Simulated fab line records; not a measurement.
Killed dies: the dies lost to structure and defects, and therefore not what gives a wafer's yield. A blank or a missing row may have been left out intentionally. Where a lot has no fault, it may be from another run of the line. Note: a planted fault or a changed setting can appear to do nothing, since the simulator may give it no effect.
Chamber matching || flow n5Finfet || pecvd-02 running N5_BEOL_M0_SAQP_PECVD_03: 3 sister chambers
The step deposits SiCN from 3MS/NH3, target thk 12 nm, time 21.1 s. 14 wafers are shown with their chamber, then 7 later ones without.

## EACH WAFER AND ITS CHAMBER
{"wafer": "L074.3", "chamber": 2, "showerheadVppV (V)": 900, "throttleValvePct (%)": 8.1, "showerheadPlenumPTorr (Torr)": 3.670}
{"wafer": "L074.4", "chamber": 0, "showerheadVppV (V)": 842, "throttleValvePct (%)": 8.9, "showerheadPlenumPTorr (Torr)": 3.662}
{"wafer": "L074.5", "chamber": 1, "showerheadVppV (V)": 840, "throttleValvePct (%)": 8.9, "showerheadPlenumPTorr (Torr)": 3.664}
{"wafer": "L075.1", "chamber": 1, "showerheadVppV (V)": 834, "throttleValvePct (%)": 8.9, "showerheadPlenumPTorr (Torr)": 3.665}
{"wafer": "L075.3", "chamber": 2, "showerheadVppV (V)": 908, "throttleValvePct (%)": 8.6, "showerheadPlenumPTorr (Torr)": 3.670}
{"wafer": "L075.6", "chamber": 0, "showerheadVppV (V)": 841, "throttleValvePct (%)": 9.0, "showerheadPlenumPTorr (Torr)": 3.676}
{"wafer": "L077.1", "chamber": 0, "showerheadVppV (V)": 838, "throttleValvePct (%)": 9.0, "showerheadPlenumPTorr (Torr)": 3.667}
{"wafer": "L077.3", "chamber": 1, "showerheadVppV (V)": 855, "throttleValvePct (%)": 8.9, "showerheadPlenumPTorr (Torr)": 3.659}
{"wafer": "L077.6", "chamber": 1, "showerheadVppV (V)": 843, "throttleValvePct (%)": 9.1, "showerheadPlenumPTorr (Torr)": 3.657}
{"wafer": "L078.1", "chamber": 0, "showerheadVppV (V)": 852, "throttleValvePct (%)": 8.9, "showerheadPlenumPTorr (Torr)": 3.669}
{"wafer": "L078.4", "chamber": 1, "showerheadVppV (V)": 837, "throttleValvePct (%)": 9.1, "showerheadPlenumPTorr (Torr)": 3.655}
{"wafer": "L078.5", "chamber": 2, "showerheadVppV (V)": 921, "throttleValvePct (%)": 8.3, "showerheadPlenumPTorr (Torr)": 3.676}
{"wafer": "L091.2", "chamber": 2, "showerheadVppV (V)": 913, "throttleValvePct (%)": 8.4, "showerheadPlenumPTorr (Torr)": 3.662}
{"wafer": "L091.4", "chamber": 2, "showerheadVppV (V)": 907, "throttleValvePct (%)": 8.1, "showerheadPlenumPTorr (Torr)": 3.665}

SIGNATURES, as means of the wafers listed above
{"reading": "showerheadVppV", "chamber 0": 843.25, "chamber 1": 841.80, "chamber 2": 909.80, "scatter within a chamber": 7.49}
{"reading": "throttleValvePct", "chamber 0": 8.950, "chamber 1": 8.980, "chamber 2": 8.300, "scatter within a chamber": 0.147}
{"reading": "showerheadPlenumPTorr", "chamber 0": 3.66850, "chamber 1": 3.66000, "chamber 2": 3.66860, "scatter within a chamber": 0.00515}
Rule: distance of a wafer from a chamber = root of the sum over the readings of ((wafer's reading minus chamber's mean) / reading's scatter) squared. The wafer belongs to the nearest chamber; if the next one is less than 2 further off, it can't be placed. The scatter: take each reading less its chamber's mean, square it, sum over the shown wafers, divide by the number of wafers less the number of chambers, and take the root.

## WAFERS WITH NO CHAMBER GIVEN
{"wafer": "L091.6", "showerheadVppV (V)": 842, "throttleValvePct (%)": 9.1, "showerheadPlenumPTorr (Torr)": 3.687}
{"wafer": "L092.2", "showerheadVppV (V)": 909, "throttleValvePct (%)": 8.5, "showerheadPlenumPTorr (Torr)": 3.671}
{"wafer": "L092.3", "showerheadVppV (V)": 850, "throttleValvePct (%)": 8.9, "showerheadPlenumPTorr (Torr)": 3.665}
{"wafer": "L092.5", "showerheadVppV (V)": 906, "throttleValvePct (%)": 8.2, "showerheadPlenumPTorr (Torr)": 3.663}
{"wafer": "L096.3", "showerheadVppV (V)": 899, "throttleValvePct (%)": 8.4, "showerheadPlenumPTorr (Torr)": 3.672}
{"wafer": "L096.4", "showerheadVppV (V)": 908, "throttleValvePct (%)": 8.0, "showerheadPlenumPTorr (Torr)": 3.669}
{"wafer": "L096.5", "showerheadVppV (V)": 835, "throttleValvePct (%)": 9.2, "showerheadPlenumPTorr (Torr)": 3.656}

## WHICH CHAMBER EACH ONE RAN IN
{"wafer": "L091.6", "from the rows above": "can't be placed: 0 or 1", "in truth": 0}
{"wafer": "L092.2", "from the rows above": 2, "in truth": 2}
{"wafer": "L092.3", "from the rows above": "can't be placed: 0 or 1", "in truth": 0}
{"wafer": "L092.5", "from the rows above": 2, "in truth": 2}
{"wafer": "L096.3", "from the rows above": 2, "in truth": 2}
{"wafer": "L096.4", "from the rows above": 2, "in truth": 2}
{"wafer": "L096.5", "from the rows above": "can't be placed: 1 or 0", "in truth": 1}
Correct placement for 4 of the 7. From these rows, 3 cannot be placed; in 3 the true chamber is one of the candidates. Number placed wrongly: 0.
